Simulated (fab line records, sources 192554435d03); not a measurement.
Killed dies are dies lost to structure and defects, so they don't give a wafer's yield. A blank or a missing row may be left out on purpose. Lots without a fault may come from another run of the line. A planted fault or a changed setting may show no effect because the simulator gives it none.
Chamber matching | flow n5_finfet | N5_BEOL_M10_ETCH_65 on rie_diel-05: 4 sister chambers
The step etches SiARC in CF4, target depth 39 nm, time 65 s. 20 wafers are shown with their chamber, then 10 later ones without.

WAFERS WITH THEIR CHAMBER
wafer  | chamber | showerhead_plenum_p_Torr (Torr) | drypump_motor_current_A (A) | throttle_valve_pct (%)
L075.1 | 1       | 2.23                            | 5.7                         | 15.48
L075.4 | 1       | 2.23                            | 5.7                         | 15.47
L075.5 | 2       | 2.17                            | 5.8                         | 15.06
L077.2 | 1       | 2.23                            | 5.6                         | 15.50
L077.3 | 2       | 2.17                            | 5.8                         | 15.06
L077.4 | 1       | 2.23                            | 5.7                         | 15.49
L079.1 | 0       | 2.26                            | 5.0                         | 15.57
L079.4 | 0       | 2.26                            | 5.1                         | 15.57
L079.6 | 1       | 2.23                            | 5.7                         | 15.47
L080.3 | 3       | 2.11                            | 5.9                         | 15.34
L080.4 | 0       | 2.26                            | 5.1                         | 15.58
L080.5 | 0       | 2.26                            | 5.1                         | 15.58
L082.1 | 0       | 2.26                            | 5.0                         | 15.59
L082.4 | 3       | 2.10                            | 5.9                         | 15.34
L082.6 | 3       | 2.10                            | 5.9                         | 15.35
L088.2 | 2       | 2.17                            | 5.8                         | 15.12
L088.5 | 2       | 2.16                            | 5.8                         | 15.13
L088.6 | 1       | 2.22                            | 5.6                         | 15.53
L089.1 | 0       | 2.25                            | 5.0                         | 15.60
L089.4 | 3       | 2.10                            | 5.9                         | 15.39

SIGNATURES (means of the wafers above)
reading                  | chamber 0 | chamber 1 | chamber 2 | chamber 3 | scatter within a chamber
showerhead_plenum_p_Torr | 2.2583    | 2.2283    | 2.1675    | 2.1025    | 0.00445
drypump_motor_current_A  | 5.050     | 5.667     | 5.800     | 5.900     | 0.0421
throttle_valve_pct       | 15.5817   | 15.4900   | 15.0925   | 15.3550   | 0.0241
Rule: a wafer's distance from a chamber is the root of the sum, over the readings, of the square of ((its reading less the chamber's mean) divided by the reading's scatter). The wafer belongs to the nearest chamber; if the next one is less than 2 further off, it can't be placed. The scatter: the root of (the sum of the squares of (reading less its chamber's mean) over the shown wafers, divided by (wafers less chambers)).

WAFERS WITHOUT THEIR CHAMBER
wafer  | showerhead_plenum_p_Torr (Torr) | drypump_motor_current_A (A) | throttle_valve_pct (%)
L089.6 | 2.25                            | 5.0                         | 15.61
L091.1 | 2.25                            | 5.1                         | 15.63
L091.2 | 2.21                            | 5.7                         | 15.54
L091.3 | 2.10                            | 5.9                         | 15.39
L093.1 | 2.10                            | 5.9                         | 15.40
L093.5 | 2.10                            | 5.9                         | 15.38
L093.6 | 2.16                            | 5.8                         | 15.12
L097.3 | 2.25                            | 5.1                         | 15.65
L097.4 | 2.25                            | 5.1                         | 15.66
L097.6 | 2.16                            | 5.8                         | 15.18

WHICH CHAMBER EACH WENT THROUGH
wafer  | from the rows above | in truth
L089.6 | 0                   | 0
L091.1 | 0                   | 0
L091.2 | 1                   | 1
L091.3 | 3                   | 3
L093.1 | 3                   | 3
L093.5 | 3                   | 3
L093.6 | 2                   | 2
L097.3 | 0                   | 0
L097.4 | 0                   | 0
L097.6 | 2                   | 2
Placed correctly: 10 of 10. Can't be placed from these rows: 0. Placed wrongly: 0.
